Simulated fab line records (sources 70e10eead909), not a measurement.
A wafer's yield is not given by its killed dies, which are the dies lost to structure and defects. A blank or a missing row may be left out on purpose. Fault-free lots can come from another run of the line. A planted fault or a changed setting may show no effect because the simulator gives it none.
Matching of chambers :: flow nand-harc :: NHARC_A_CHANNEL_FILL_D2_ALD_25 on ald-hk-04 has 4 sister chambers
The step deposits SiOx, target thk 60 nm, pulse time 10 s, ald cycles 600. 4 wafers are shown with their chamber, then 10 later ones without.

## WAFERS PAIRED WITH THEIR CHAMBERS
wafer: L090.3
chamber: 1
heater-power-w (W): 471

wafer: L092.1
chamber: 3
heater-power-w (W): 436

wafer: L093.1
chamber: 2
heater-power-w (W): 512

wafer: L093.5
chamber: 0
heater-power-w (W): 542

## WAFERS WITH NO CHAMBER GIVEN
wafer: L093.6
heater-power-w (W): 471

wafer: L094.2
heater-power-w (W): 460

wafer: L094.3
heater-power-w (W): 556

wafer: L094.5
heater-power-w (W): 507

wafer: L096.1
heater-power-w (W): 511

wafer: L096.3
heater-power-w (W): 432

wafer: L096.5
heater-power-w (W): 564

wafer: L097.2
heater-power-w (W): 486

wafer: L097.4
heater-power-w (W): 429

wafer: L097.6
heater-power-w (W): 504

## CHAMBER TAKEN BY EACH
wafer: L093.6
from the rows above: 1
in truth: 1

wafer: L094.2
from the rows above: can't be placed: 1 or 3
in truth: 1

wafer: L094.3
from the rows above: 0
in truth: 0

wafer: L094.5
from the rows above: 2
in truth: 2

wafer: L096.1
from the rows above: 2
in truth: 2

wafer: L096.3
from the rows above: 3
in truth: 3

wafer: L096.5
from the rows above: 0
in truth: 0

wafer: L097.2
from the rows above: can't be placed: 1 or 2
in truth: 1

wafer: L097.4
from the rows above: 3
in truth: 3

wafer: L097.6
from the rows above: 2
in truth: 2
Placed correctly: 8 of 10. Unplaceable from these rows: 2, with the true chamber sitting among the candidates in 2. Number placed wrongly: 0.
How it was worked out, from the rows above alone: a wafer's distance from a chamber is the root of the sum, over the readings, of the square of ((its reading less the chamber's mean) divided by the reading's scatter). The wafer belongs to the nearest chamber; if the next one is less than 2 further off, it can't be placed. Each chamber's mean is taken over the wafers shown for it. The scatter: root of mean squared gap, hidden wafer to nearest shown wafer, with one shown wafer a chamber.
